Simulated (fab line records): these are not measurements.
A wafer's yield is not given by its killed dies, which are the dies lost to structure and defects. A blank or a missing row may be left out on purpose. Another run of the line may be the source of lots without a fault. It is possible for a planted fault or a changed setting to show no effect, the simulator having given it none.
What tool caused it?	flow n5-finfet	25 wafers from 9 lots sampled at 4 of the route's 1938 steps

== WHAT EACH GAUGE READ, for each wafer ==
N5_BEOL_M4_RC_MEAS_101.
lot	measured	on	IOFF_P (nA/um)
L299	day 8 07:55	prober-02	0.18 0.29 0.18
L300	day 9 02:36	prober-02	35.03 41.22 30.11
L301	day 8 21:22	prober-01	61.08 47.48 54.19
L302	day 9 08:58	prober-02	44.64 39.38 61.44
L309	day 11 16:40	prober-02	0.19 0.29 0.19
L314	day 12 21:07	prober-02	0.19 0.32
L315	day 13 01:37	prober-02	0.19 0.24 0.29
L316	day 12 22:52	prober-01	0.27 0.22 0.26
L317	day 13 01:31	prober-01	0.22 0.23

== WHICH TOOL RAN EACH LOT (tool, then ch and the chambers of the sampled wafers, then the start) ==
lot	N5_SDB_ETCH_25	N5_DUMMY_REMOVAL_HM_STRIP_01	N5_HKMG_FIN_ALD_75
L299	rie-diel-02 ch 0,2, day 4 11:20	rie-diel-06 ch 0,2,3, day 4 14:43	ald-hk-01 ch 0,1, day 4 15:52
L300	rie-diel-04 ch 0,1, day 4 19:26	rie-diel-03 ch 1,2,3, day 4 23:48	ald-hk-01 ch 0,2,3, day 5 01:07
L301	rie-diel-01 ch 0,1,3, day 5 01:57	rie-diel-03 ch 0,1,3, day 5 05:19	ald-hk-03 ch 0,2,3, day 5 06:28
L302	rie-diel-04 ch 0,1,2, day 5 04:02	rie-diel-05 ch 1,2,3, day 5 07:23	ald-hk-02 ch 0,1,3, day 5 08:37
L309	rie-diel-01 ch 0,3, day 7 03:46	rie-diel-03 ch 0,2,3, day 7 07:07	ald-hk-01 ch 0,2,3, day 7 08:10
L314	rie-diel-04 ch 2,3, day 8 07:04	rie-diel-06 ch 2,3, day 8 10:26	ald-hk-03 ch 2,3, day 8 11:29
L315	rie-diel-01 ch 0,3, day 8 14:58	rie-diel-03 ch 0,1,2, day 8 19:08	ald-hk-02 ch 0,1, day 8 20:10
L316	rie-diel-01 ch 0,1,2, day 8 18:13	rie-diel-06 ch 0,2,3, day 8 22:25	ald-hk-01 ch 0,2,3, day 8 23:27
L317	rie-diel-04 ch 1,2, day 9 01:47	rie-diel-06 ch 0,2, day 9 05:10	ald-hk-02 ch 1,3, day 9 06:26
- N5_SDB_ETCH_25: etches SiO2 in C4F6/O2, target depth 10 nm, time 3.3 s.
- N5_DUMMY_REMOVAL_HM_STRIP_01: strips SiNx in CH3F/O2, stops on poly-Si, target depth 4 nm, time 6.8 s.
- N5_HKMG_FIN_ALD_75: deposits Al2O3, target thk 1 nm, co reactant pulse time 1 s.

== THE ANSWER, worked out from the rows above alone ==
Rule: usual is defined by the lots themselves. Put in order of their means at a reading, lots are off if they are a third of the lots or fewer, leave a main group of 4 or more, and stand apart from it by a gap of 3 or more times the standard deviation of the main group's means; of several such gaps the widest counts. If all means in a main group match to the digits the tables above print for the reading, that group is not used. Also off: a lot with no number at a reading for which 4 or more lots have one. The other lots that the step has rows for count as sound.
Off: at N5_BEOL_M4_RC_MEAS_101 (IOFF_P), L300, L301, L302. Main group: mean 0.23 nA/um, sd 0.014.
A tool fits if, at a process step before that reading, it ran every lot that is off, and no sound lot after the first of them. Those tools and the gauges at N5_BEOL_M4_RC_MEAS_101 are tried in the same way. None of those tried fits.

== WHAT HAD BEEN PUT IN BY THE SIMULATOR ==
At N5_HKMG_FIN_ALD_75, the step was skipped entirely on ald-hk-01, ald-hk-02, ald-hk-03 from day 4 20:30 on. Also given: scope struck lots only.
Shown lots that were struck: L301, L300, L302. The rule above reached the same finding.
